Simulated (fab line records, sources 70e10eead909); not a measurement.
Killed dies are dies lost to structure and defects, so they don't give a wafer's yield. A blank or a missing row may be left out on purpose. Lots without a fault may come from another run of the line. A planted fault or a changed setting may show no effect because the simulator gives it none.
Chamber matching | flow nand_harc | NHARC_A_WL_FILL_STRIP_29 on rie_diel-12: 4 sister chambers
The step strips in O2, time 20 s. 16 wafers are shown with their chamber, then 8 later ones without.

WAFERS WITH THEIR CHAMBER
wafer  | chamber | drypump_motor_current_A (A) | rf_vpp_V (V) | oes_product_au (a.u.)
L077.2 | 1       | 5.68                        | 57.8         | 1.005
L077.3 | 2       | 5.73                        | 56.1         | 0.999
L077.6 | 1       | 5.69                        | 59.1         | 0.999
L078.1 | 3       | 5.74                        | 57.9         | 0.997
L078.2 | 1       | 5.68                        | 57.1         | 1.018
L078.3 | 0       | 5.50                        | 56.9         | 0.995
L080.1 | 3       | 5.76                        | 58.7         | 0.986
L080.4 | 1       | 5.69                        | 58.0         | 1.018
L080.6 | 0       | 5.50                        | 57.1         | 0.995
L082.2 | 0       | 5.50                        | 56.9         | 1.005
L082.3 | 2       | 5.70                        | 55.9         | 1.000
L082.5 | 3       | 5.76                        | 58.6         | 0.994
L088.1 | 0       | 5.48                        | 58.6         | 0.998
L088.4 | 1       | 5.71                        | 57.1         | 1.002
L088.5 | 3       | 5.72                        | 57.7         | 1.002
L093.1 | 3       | 5.74                        | 57.2         | 1.004

SIGNATURES (means of the wafers above)
reading                 | chamber 0 | chamber 1 | chamber 2 | chamber 3 | scatter within a chamber
drypump_motor_current_A | 5.4950    | 5.6900    | 5.7150    | 5.7440    | 0.0143
rf_vpp_V                | 57.375    | 57.820    | 56.000    | 58.020    | 0.727
oes_product_au          | 0.99825   | 1.00840   | 0.99950   | 0.99660   | 0.00705
Rule: a wafer's distance from a chamber is the root of the sum, over the readings, of the square of ((its reading less the chamber's mean) divided by the reading's scatter). The wafer belongs to the nearest chamber; if the next one is less than 2 further off, it can't be placed. The scatter: the root of (the sum of the squares of (reading less its chamber's mean) over the shown wafers, divided by (wafers less chambers)).

WAFERS WITHOUT THEIR CHAMBER
wafer  | drypump_motor_current_A (A) | rf_vpp_V (V) | oes_product_au (a.u.)
L093.2 | 5.72                        | 57.4         | 1.009
L093.4 | 5.64                        | 57.2         | 0.999
L094.2 | 5.73                        | 56.8         | 0.996
L094.4 | 5.65                        | 57.1         | 0.984
L094.5 | 5.73                        | 57.6         | 0.983
L096.2 | 5.49                        | 56.8         | 1.003
L096.3 | 5.68                        | 59.0         | 0.975
L096.5 | 5.65                        | 58.1         | 0.977

WHICH CHAMBER EACH WENT THROUGH
wafer  | from the rows above          | in truth
L093.2 | can't be placed: 1 or 2 or 3 | 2
L093.4 | can't be placed: 1 or 2      | 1
L094.2 | can't be placed: 2 or 3 or 1 | 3
L094.4 | can't be placed: 1 or 2      | 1
L094.5 | can't be placed: 3 or 2      | 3
L096.2 | 0                            | 0
L096.3 | can't be placed: 1 or 3 or 2 | 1
L096.5 | can't be placed: 1 or 2 or 3 | 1
Placed correctly: 1 of 8. Can't be placed from these rows: 7 (the true chamber is among the candidates in 7). Placed wrongly: 0.
